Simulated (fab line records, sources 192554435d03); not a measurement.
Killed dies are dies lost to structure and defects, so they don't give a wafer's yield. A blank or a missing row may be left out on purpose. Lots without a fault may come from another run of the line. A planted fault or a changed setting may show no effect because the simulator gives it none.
Split-lot experiment | flow n5_finfet | 7 lots, 21 wafers read, on a route of 1938 steps

THE SPLIT
At N5_BEOL_M2_DEP_57 (deposits SiCN from 3MS/NH3, target thk 8 nm, time 14 s), the setting time_s was moved away from the recipe's 14 s on 9 of the 21 wafers read, by -11.3% to +14.4%. The other wafers ran this setting at the recipe's value.

The reading is taken at the split's own step.

THE READING
SiCN_of_BEOL_M2_DEP_57.thk_nm (the simulator's own value, which no gauge read), in nm, at N5_BEOL_M2_DEP_57 (deposits SiCN from 3MS/NH3, target thk 8 nm, time 14 s). The file gives no usual value for it. The 12 wafers here that ran the recipe average 8.0 nm, standard deviation 0.12 nm.

wafer  | tool, chamber at the split | time_s as run, s | against the recipe | SiCN_of_BEOL_M2_DEP_57.thk_nm, nm | against lot-mates on the recipe
L074.1 | pecvd-01, 2,1,1            | 14               | recipe             | 8                                 | -
L074.2 | pecvd-01, 2,1,1            | 14               | recipe             | 8                                 | -
L074.3 | pecvd-01, 2,1,1            | 14               | recipe             | 8                                 | -
L076.1 | pecvd-02, 0,2              | 14               | recipe             | 8.2                               | -
L076.2 | pecvd-02, 0,2              | 14               | recipe             | 8.2                               | -
L076.4 | pecvd-02, 2                | 12.42            | -11.3%             | 7.4                               | -0.8
L078.2 | pecvd-02, 0,1              | 14               | recipe             | 8                                 | -
L078.3 | pecvd-02, 0,1              | 14               | recipe             | 8                                 | -
L078.6 | pecvd-02, 1                | 14               | recipe             | 8.2                               | -
L082.1 | pecvd-01, 0,2,1            | 15.47            | +10.5%             | 8.8                               | no lot-mate on the recipe
L082.3 | pecvd-01, 0,2,1            | 15.47            | +10.5%             | 8.8                               | no lot-mate on the recipe
L082.4 | pecvd-01, 0,2,1            | 15.47            | +10.5%             | 8.8                               | no lot-mate on the recipe
L084.2 | pecvd-02, 2,1              | 12.92            | -7.7%              | 7.4                               | -0.6
L084.3 | pecvd-02, 2,1              | 12.92            | -7.7%              | 7.4                               | -0.6
L084.5 | pecvd-02, 0                | 14               | recipe             | 8                                 | -
L087.3 | pecvd-02, 2,0              | 13.41            | -4.2%              | 7.8                               | -0.2
L087.5 | pecvd-02, 2,0              | 13.41            | -4.2%              | 7.8                               | -0.2
L087.4 | pecvd-02, 1                | 14               | recipe             | 8                                 | -
L095.2 | pecvd-01, 1                | 14               | recipe             | 7.8                               | -
L095.4 | pecvd-01, 2                | 14               | recipe             | 8.2                               | -
L095.5 | pecvd-01, 0                | 16.01            | +14.4%             | 9.4                               | +1.4
Where a row lists several chambers, the file gives one row for several wafers and doesn't say which wafer went through which chamber.

THE FIT
A straight line over all 21 wafers: SiCN_of_BEOL_M2_DEP_57.thk_nm changes by +0.0761 nm for each +1% of time_s; r = +0.97; the points scatter about the line by 0.13 nm.
The same after taking each lot's own level away (the mean of its wafers on the recipe; 18 wafers): +0.0839 nm for each +1%; r = +0.97; scatter 0.11 nm.
On that fit, the largest move of time_s shifts the reading by 1.2 nm.
The lots' own levels span 8.00 to 8.20 nm, that is 1.7 times the standard deviation above.
So the lot-to-lot level changes the slope little: the two slopes agree.
Check: with one of the wafers moved furthest among these (+14.4%) left out of the fit, the line predicts +1.04 nm for it against its lot-mates. It came out at +1.4 nm against them.

OTHER SPLITS ON THESE WAFERS
These wafers also went through other splits before the reading. Each is held against what the fit with the lots' levels taken away leaves over:
other split on the same wafers | wafers away from the commonest value | r with SiCN_of_BEOL_M2_DEP_57.thk_nm (lot level and that fit taken away)
N5_BEOL_M1_ETCH_64 bias_w      | 3                                    | -0.27
N5_BEOL_M2_COAT_62 spin_rpm    | 10                                   | -0.36
N5_BEOL_M2_DESCUM_16 time_s    | 5                                    | +0.54

THE FILE'S OWN FIT
SiCN_of_BEOL_M2_DEP_57.thk_nm changes by +0.0842 nm for each +1% of time_s, r = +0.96.
